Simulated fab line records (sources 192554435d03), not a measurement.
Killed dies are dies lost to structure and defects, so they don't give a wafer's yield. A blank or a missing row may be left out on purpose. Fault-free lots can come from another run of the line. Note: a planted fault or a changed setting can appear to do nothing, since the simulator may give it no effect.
Matching of chambers || flow n5 finfet || N5_MOL_CONTACT_COAG_VIA_ETCH_117 on rie diel-04 has 4 sister chambers
The step etches SiO2 in C4F6/O2, target depth 40 nm, overetch 8 nm, time 26 s. 30 wafers are shown with their chamber, then 12 later ones without.

## WAFERS WITH THEIR CHAMBER
{"wafer": "L074.1", "chamber": 0, "throttle valve pct (%)": 40.88, "showerhead plenum p Torr (Torr)": 3.02, "drypump motor current A (A)": 6.4}
{"wafer": "L074.2", "chamber": 1, "throttle valve pct (%)": 40.64, "showerhead plenum p Torr (Torr)": 2.71, "drypump motor current A (A)": 6.1}
{"wafer": "L074.3", "chamber": 2, "throttle valve pct (%)": 41.29, "showerhead plenum p Torr (Torr)": 2.78, "drypump motor current A (A)": 6.1}
{"wafer": "L075.1", "chamber": 0, "throttle valve pct (%)": 40.87, "showerhead plenum p Torr (Torr)": 3.02, "drypump motor current A (A)": 6.4}
{"wafer": "L075.4", "chamber": 2, "throttle valve pct (%)": 41.29, "showerhead plenum p Torr (Torr)": 2.78, "drypump motor current A (A)": 6.1}
{"wafer": "L075.5", "chamber": 3, "throttle valve pct (%)": 40.67, "showerhead plenum p Torr (Torr)": 2.81, "drypump motor current A (A)": 6.0}
{"wafer": "L076.1", "chamber": 0, "throttle valve pct (%)": 40.89, "showerhead plenum p Torr (Torr)": 3.02, "drypump motor current A (A)": 6.4}
{"wafer": "L076.5", "chamber": 1, "throttle valve pct (%)": 40.65, "showerhead plenum p Torr (Torr)": 2.71, "drypump motor current A (A)": 6.1}
{"wafer": "L076.6", "chamber": 2, "throttle valve pct (%)": 41.28, "showerhead plenum p Torr (Torr)": 2.78, "drypump motor current A (A)": 6.1}
{"wafer": "L077.2", "chamber": 0, "throttle valve pct (%)": 40.88, "showerhead plenum p Torr (Torr)": 3.02, "drypump motor current A (A)": 6.4}
{"wafer": "L077.3", "chamber": 3, "throttle valve pct (%)": 40.66, "showerhead plenum p Torr (Torr)": 2.81, "drypump motor current A (A)": 6.0}
{"wafer": "L077.6", "chamber": 0, "throttle valve pct (%)": 40.88, "showerhead plenum p Torr (Torr)": 3.02, "drypump motor current A (A)": 6.4}
{"wafer": "L078.2", "chamber": 3, "throttle valve pct (%)": 40.67, "showerhead plenum p Torr (Torr)": 2.81, "drypump motor current A (A)": 6.0}
{"wafer": "L078.5", "chamber": 0, "throttle valve pct (%)": 40.89, "showerhead plenum p Torr (Torr)": 3.02, "drypump motor current A (A)": 6.4}
{"wafer": "L078.6", "chamber": 3, "throttle valve pct (%)": 40.67, "showerhead plenum p Torr (Torr)": 2.81, "drypump motor current A (A)": 6.0}
{"wafer": "L083.1", "chamber": 0, "throttle valve pct (%)": 40.89, "showerhead plenum p Torr (Torr)": 3.01, "drypump motor current A (A)": 6.4}
{"wafer": "L083.3", "chamber": 2, "throttle valve pct (%)": 41.30, "showerhead plenum p Torr (Torr)": 2.77, "drypump motor current A (A)": 6.1}
{"wafer": "L083.5", "chamber": 0, "throttle valve pct (%)": 40.89, "showerhead plenum p Torr (Torr)": 3.01, "drypump motor current A (A)": 6.4}
{"wafer": "L084.1", "chamber": 2, "throttle valve pct (%)": 41.30, "showerhead plenum p Torr (Torr)": 2.77, "drypump motor current A (A)": 6.1}
{"wafer": "L084.2", "chamber": 3, "throttle valve pct (%)": 40.67, "showerhead plenum p Torr (Torr)": 2.81, "drypump motor current A (A)": 6.0}
{"wafer": "L084.5", "chamber": 0, "throttle valve pct (%)": 40.90, "showerhead plenum p Torr (Torr)": 3.01, "drypump motor current A (A)": 6.4}
{"wafer": "L086.1", "chamber": 3, "throttle valve pct (%)": 40.68, "showerhead plenum p Torr (Torr)": 2.80, "drypump motor current A (A)": 6.0}
{"wafer": "L086.4", "chamber": 2, "throttle valve pct (%)": 41.30, "showerhead plenum p Torr (Torr)": 2.77, "drypump motor current A (A)": 6.1}
{"wafer": "L086.5", "chamber": 0, "throttle valve pct (%)": 40.88, "showerhead plenum p Torr (Torr)": 3.01, "drypump motor current A (A)": 6.4}
{"wafer": "L087.1", "chamber": 2, "throttle valve pct (%)": 41.31, "showerhead plenum p Torr (Torr)": 2.77, "drypump motor current A (A)": 6.1}
{"wafer": "L087.5", "chamber": 2, "throttle valve pct (%)": 41.30, "showerhead plenum p Torr (Torr)": 2.77, "drypump motor current A (A)": 6.1}
{"wafer": "L087.6", "chamber": 1, "throttle valve pct (%)": 40.66, "showerhead plenum p Torr (Torr)": 2.70, "drypump motor current A (A)": 6.1}
{"wafer": "L089.1", "chamber": 1, "throttle valve pct (%)": 40.66, "showerhead plenum p Torr (Torr)": 2.70, "drypump motor current A (A)": 6.1}
{"wafer": "L089.2", "chamber": 2, "throttle valve pct (%)": 41.30, "showerhead plenum p Torr (Torr)": 2.77, "drypump motor current A (A)": 6.1}
{"wafer": "L089.5", "chamber": 3, "throttle valve pct (%)": 40.69, "showerhead plenum p Torr (Torr)": 2.80, "drypump motor current A (A)": 6.1}

SIGNATURES (means of the wafers above)
{"reading": "throttle valve pct", "chamber 0": 40.8850, "chamber 1": 40.6525, "chamber 2": 41.2967, "chamber 3": 40.6729, "scatter within a chamber": 0.00892}
{"reading": "showerhead plenum p Torr", "chamber 0": 3.0160, "chamber 1": 2.7050, "chamber 2": 2.7733, "chamber 3": 2.8071, "scatter within a chamber": 0.00512}
{"reading": "drypump motor current A", "chamber 0": 6.400, "chamber 1": 6.100, "chamber 2": 6.100, "chamber 3": 6.014, "scatter within a chamber": 0.0182}
Rule: distance of a wafer from a chamber = root of the sum over the readings of ((wafer's reading minus chamber's mean) / reading's scatter) squared. If the next closest chamber is less than 2 further off than the closest, the wafer can't be placed; otherwise it belongs to the closest. The scatter: take each reading less its chamber's mean, square it, sum over the shown wafers, divide by the number of wafers less the number of chambers, and take the root.

## WAFERS WITH NO CHAMBER GIVEN
{"wafer": "L091.3", "throttle valve pct (%)": 40.66, "showerhead plenum p Torr (Torr)": 2.69, "drypump motor current A (A)": 6.1}
{"wafer": "L091.4", "throttle valve pct (%)": 40.69, "showerhead plenum p Torr (Torr)": 2.80, "drypump motor current A (A)": 6.0}
{"wafer": "L091.5", "throttle valve pct (%)": 40.91, "showerhead plenum p Torr (Torr)": 3.00, "drypump motor current A (A)": 6.4}
{"wafer": "L092.1", "throttle valve pct (%)": 40.91, "showerhead plenum p Torr (Torr)": 3.00, "drypump motor current A (A)": 6.3}
{"wafer": "L092.3", "throttle valve pct (%)": 40.64, "showerhead plenum p Torr (Torr)": 2.69, "drypump motor current A (A)": 6.1}
{"wafer": "L092.5", "throttle valve pct (%)": 41.28, "showerhead plenum p Torr (Torr)": 2.77, "drypump motor current A (A)": 6.1}
{"wafer": "L095.2", "throttle valve pct (%)": 41.31, "showerhead plenum p Torr (Torr)": 2.76, "drypump motor current A (A)": 6.1}
{"wafer": "L095.5", "throttle valve pct (%)": 41.31, "showerhead plenum p Torr (Torr)": 2.76, "drypump motor current A (A)": 6.1}
{"wafer": "L095.6", "throttle valve pct (%)": 40.67, "showerhead plenum p Torr (Torr)": 2.69, "drypump motor current A (A)": 6.1}
{"wafer": "L097.2", "throttle valve pct (%)": 40.68, "showerhead plenum p Torr (Torr)": 2.69, "drypump motor current A (A)": 6.1}
{"wafer": "L097.4", "throttle valve pct (%)": 40.92, "showerhead plenum p Torr (Torr)": 3.00, "drypump motor current A (A)": 6.4}
{"wafer": "L097.6", "throttle valve pct (%)": 40.89, "showerhead plenum p Torr (Torr)": 3.00, "drypump motor current A (A)": 6.4}

## WHICH CHAMBER EACH ONE RAN IN
{"wafer": "L091.3", "from the rows above": 1, "in truth": 1}
{"wafer": "L091.4", "from the rows above": 3, "in truth": 3}
{"wafer": "L091.5", "from the rows above": 0, "in truth": 0}
{"wafer": "L092.1", "from the rows above": 0, "in truth": 0}
{"wafer": "L092.3", "from the rows above": 1, "in truth": 1}
{"wafer": "L092.5", "from the rows above": 2, "in truth": 2}
{"wafer": "L095.2", "from the rows above": 2, "in truth": 2}
{"wafer": "L095.5", "from the rows above": 2, "in truth": 2}
{"wafer": "L095.6", "from the rows above": 1, "in truth": 1}
{"wafer": "L097.2", "from the rows above": 1, "in truth": 1}
{"wafer": "L097.4", "from the rows above": 0, "in truth": 0}
{"wafer": "L097.6", "from the rows above": 0, "in truth": 0}
Placed correctly: 12 of 12. From these rows, 0 cannot be placed. Number placed wrongly: 0.
